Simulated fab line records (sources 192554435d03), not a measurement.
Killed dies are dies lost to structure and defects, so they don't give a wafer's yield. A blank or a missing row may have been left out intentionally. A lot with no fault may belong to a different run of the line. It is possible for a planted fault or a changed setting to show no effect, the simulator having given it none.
Split-lot trial + flow n5 finfet + 21 wafers read across 7 lots, on a route 1938 steps long

## SPLIT DETAILS
At N5_BEOL_M1_ETCH_64 (etches SOC in N2/H2, target depth 75 nm, overetch 15 nm, time 112.5 s), the setting bias w was moved away from the recipe's 150 W on 7 of the 21 wafers read, by -14.1% to +9.3%. This setting was run at the recipe's value on the other wafers.

The reading comes from the split's own step.

## THE READING
rf vpp V, in V, at N5_BEOL_M1_ETCH_64 (etches SOC in N2/H2, target depth 75 nm, overetch 15 nm, time 112.5 s). Typical for fault-free wafers on this fab line: 523 V, with standard deviation 3 V.

| wafer  | tool, chamber at the split | bias w as run, W | against the recipe | rf vpp V, V | against lot-mates on the recipe |
|--------|----------------------------|------------------|--------------------|-------------|---------------------------------|
| L075.1 | rie diel-03, 1             | 150              | recipe             | 520         | -                               |
| L075.2 | rie diel-03, 0             | 157.5            | +5.0%              | 543         | +23                             |
| L075.4 | rie diel-03, 3             | 157.5            | +5.0%              | 536         | +16                             |
| L081.2 | rie diel-01, 0             | 150              | recipe             | 523         | -                               |
| L081.4 | rie diel-01, 3             | 150              | recipe             | 524         | -                               |
| L081.6 | rie diel-01, 3             | 150              | recipe             | 523         | -                               |
| L084.1 | rie diel-01, 2             | 150              | recipe             | 527         | -                               |
| L084.5 | rie diel-01, 2             | 164              | +9.3%              | 556         | +30                             |
| L084.6 | rie diel-01, 3             | 150              | recipe             | 525         | -                               |
| L086.1 | rie diel-06, 3             | 150              | recipe             | 518         | -                               |
| L086.4 | rie diel-06, 0             | 130.3            | -13.1%             | 475         | -43                             |
| L086.5 | rie diel-06, 0             | 130.3            | -13.1%             | 477         | -41                             |
| L090.1 | rie diel-01, 0             | 150              | recipe             | 522         | -                               |
| L090.2 | rie diel-01, 1             | 150              | recipe             | 525         | -                               |
| L090.4 | rie diel-01, 2             | 150              | recipe             | 527         | -                               |
| L095.1 | rie diel-03, 1             | 150              | recipe             | 520         | -                               |
| L095.2 | rie diel-03, 3             | 128.8            | -14.1%             | 473         | -47                             |
| L095.3 | rie diel-03, 2             | 128.8            | -14.1%             | 477         | -43                             |
| L096.1 | rie diel-03, 1             | 150              | recipe             | 519         | -                               |
| L096.2 | rie diel-03, 0             | 150              | recipe             | 526         | -                               |
| L096.6 | rie diel-03, 0             | 150              | recipe             | 526         | -                               |

FIT RESULTS
A straight line over all 21 wafers: rf vpp V changes by +3.48 V for each +1% of bias w; r = +0.99; the points scatter about the line by 2.9 V.
The same after taking each lot's own level away (the mean of its wafers on the recipe; 21 wafers): +3.25 V for each +1%; r = +0.99; scatter 2.3 V.
The reading moves by 46 V for the largest change in bias w, on that fit.
The lots' own levels span 518.0 to 526.0 V, that is 2.7 times the standard deviation above.
Hence the lot-to-lot level has little effect on the slope; both slopes agree.
Check: for one of the wafers moved furthest among these (-14.1%), held out of the fit, the line's prediction against its lot-mates is -45 V. Against them it came out at -47 V.
Tool readings at the split's step, against how far the setting was moved: rf vpp V r = +0.99.

## THE WHOLE CHAIN: every reading that the file lists as answering this split, in the file's order
| step               | what it does                                                          | reading                                                                          | change (the file's fit)                | r (the file's) |
|--------------------|-----------------------------------------------------------------------|----------------------------------------------------------------------------------|----------------------------------------|----------------|
| N5_BEOL_M1_ETCH_64 | etches SOC in N2/H2, target depth 75 nm, overetch 15 nm, time 112.5 s | rf vpp V                                                                         | +3.27 V for each +1% of the setting    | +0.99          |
| N5_BEOL_M1_ETCH_64 | etches SOC in N2/H2, target depth 75 nm, overetch 15 nm, time 112.5 s | SiARC_of_BEOL_M1_COAT_62.thk nm (the simulator's own value, which no gauge read) | -0.0607 nm for each +1% of the setting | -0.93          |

## THE FILE'S OWN FIT
rf vpp V changes by +3.27 V for each +1% of bias w, r = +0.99.
